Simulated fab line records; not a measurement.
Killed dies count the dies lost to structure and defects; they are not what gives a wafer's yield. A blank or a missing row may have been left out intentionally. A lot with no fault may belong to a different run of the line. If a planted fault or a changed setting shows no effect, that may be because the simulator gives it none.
Commonality check across tools | flow n5Finfet | 9 lots and 25 wafers in the sample

== THE REASON FOR OPENING IT ==
At N5_SD_ACTIVATION_RS_MEAS_03 the reading RS_SD_N is flagged on 2 of 9 lots. Wafers without a fault read 21.83 ohm/sq, standard deviation 0.26.
Rule: a lot is flagged in two cases, either no wafer of it has a number, or all its wafers with numbers fall more than 4 standard deviations from that mean. The other lots count as sound.

lot  | measured    | on           | RS_SD_N (ohm/sq), wafer by wafer | flag
L468 | day 3 23:38 | filmMetro-02 | 21.57 21.91 22.23                | 
L477 | day 6 07:48 | filmMetro-02 | 29.66                            | FLAGGED
L478 | day 6 18:40 | filmMetro-02 | 29.73 29.86 29.48                | FLAGGED
L484 | day 7 23:05 | filmMetro-01 | 22.00 21.77 22.09                | 
L485 | day 8 03:22 | filmMetro-02 | 21.83 21.84 22.31                | 
L486 | day 8 11:28 | filmMetro-02 | 21.81 22.07 21.58                | 
L487 | day 8 16:58 | filmMetro-01 | 21.28 21.51 21.44                | 
L488 | day 8 21:46 | filmMetro-01 | 22.39 22.26 22.13                | 
L489 | day 9 07:19 | filmMetro-02 | 21.72 21.69 21.73                | 
Average over the flagged lots: 29.68 ohm/sq; offset from the usual +7.85 ohm/sq, equal to +30 standard deviations.

== WHICH TOOL RAN EACH LOT ==
Before the reading, the record contains 2 process steps out of a 1938-step route. Each cell gives the tool, then ch followed by the chambers the sampled wafers passed through, then the start.
lot  | flag    | N5_SD_EPI_P_ETCH_16              | N5_SD_ACTIVATION_LSA_01
L468 |         | rieDiel-06 ch 1,2,3, day 3 19:55 | laserAnneal-01 ch 0, day 3 23:26
L477 | FLAGGED | rieDiel-06 ch 1, day 6 04:14     | laserAnneal-01, day 6 07:37
L478 | FLAGGED | rieDiel-02 ch 0,1,3, day 6 15:08 | laserAnneal-02, day 6 18:28
L484 |         | rieDiel-02 ch 0,1, day 7 18:52   | laserAnneal-02 ch 0, day 7 22:55
L485 |         | rieDiel-06 ch 0,2,3, day 7 23:47 | laserAnneal-01 ch 0, day 8 03:10
L486 |         | rieDiel-02 ch 0,1,2, day 8 07:05 | laserAnneal-02 ch 0, day 8 11:16
L487 |         | rieDiel-06 ch 1,2,3, day 8 12:23 | laserAnneal-01 ch 0, day 8 16:46
L488 |         | rieDiel-06 ch 0,2, day 8 18:05   | laserAnneal-02 ch 0, day 8 21:34
L489 |         | rieDiel-04 ch 0,1, day 9 03:40   | laserAnneal-01 ch 0, day 9 07:08
What is done by these steps:
- N5_SD_EPI_P_ETCH_16: etches SiO2 in CHF3/O2, target depth 5 nm.
- N5_SD_ACTIVATION_LSA_01: time 0.0008 s.
- N5_SD_ACTIVATION_RS_MEAS_03: measures by four-point-probe.

== FLAGGED OVER TOTAL, TOOL BY TOOL (the gauges that took the reading come last) ==
step                        | tool           | lots run | flagged | share of the flagged lots | sound lots run after its first flagged lot
N5_SD_EPI_P_ETCH_16         | rieDiel-02     | 3        | 1       | some                      | 2 (L484,L486)
N5_SD_EPI_P_ETCH_16         | rieDiel-04     | 1        | 0       | none                      | -
N5_SD_EPI_P_ETCH_16         | rieDiel-06     | 5        | 1       | some                      | 3 (L485,L487,L488)
N5_SD_ACTIVATION_LSA_01     | laserAnneal-01 | 5        | 1       | some                      | 3 (L485,L487,L489)
N5_SD_ACTIVATION_LSA_01     | laserAnneal-02 | 4        | 1       | some                      | 3 (L484,L486,L488)
N5_SD_ACTIVATION_RS_MEAS_03 | filmMetro-01   | 3        | 0       | none                      | -
N5_SD_ACTIVATION_RS_MEAS_03 | filmMetro-02   | 6        | 2       | all                       | 3 (L485,L486,L489)

== THE TABLE: WHAT IT ALLOWS ==
All flagged lots share 1 row of the table, namely filmMetro-02 at N5_SD_ACTIVATION_RS_MEAS_03.
- filmMetro-02 at N5_SD_ACTIVATION_RS_MEAS_03 ran 6 lots, 2 of them flagged. Lots that were sound ran on it after the first flagged one (L485, L486, L489); a persistent fault on the entire tool would not allow that.
None of the table's rows ran every flagged lot and, after the first, no sound lot.

== WHAT THE SIMULATOR HAD PUT IN ==
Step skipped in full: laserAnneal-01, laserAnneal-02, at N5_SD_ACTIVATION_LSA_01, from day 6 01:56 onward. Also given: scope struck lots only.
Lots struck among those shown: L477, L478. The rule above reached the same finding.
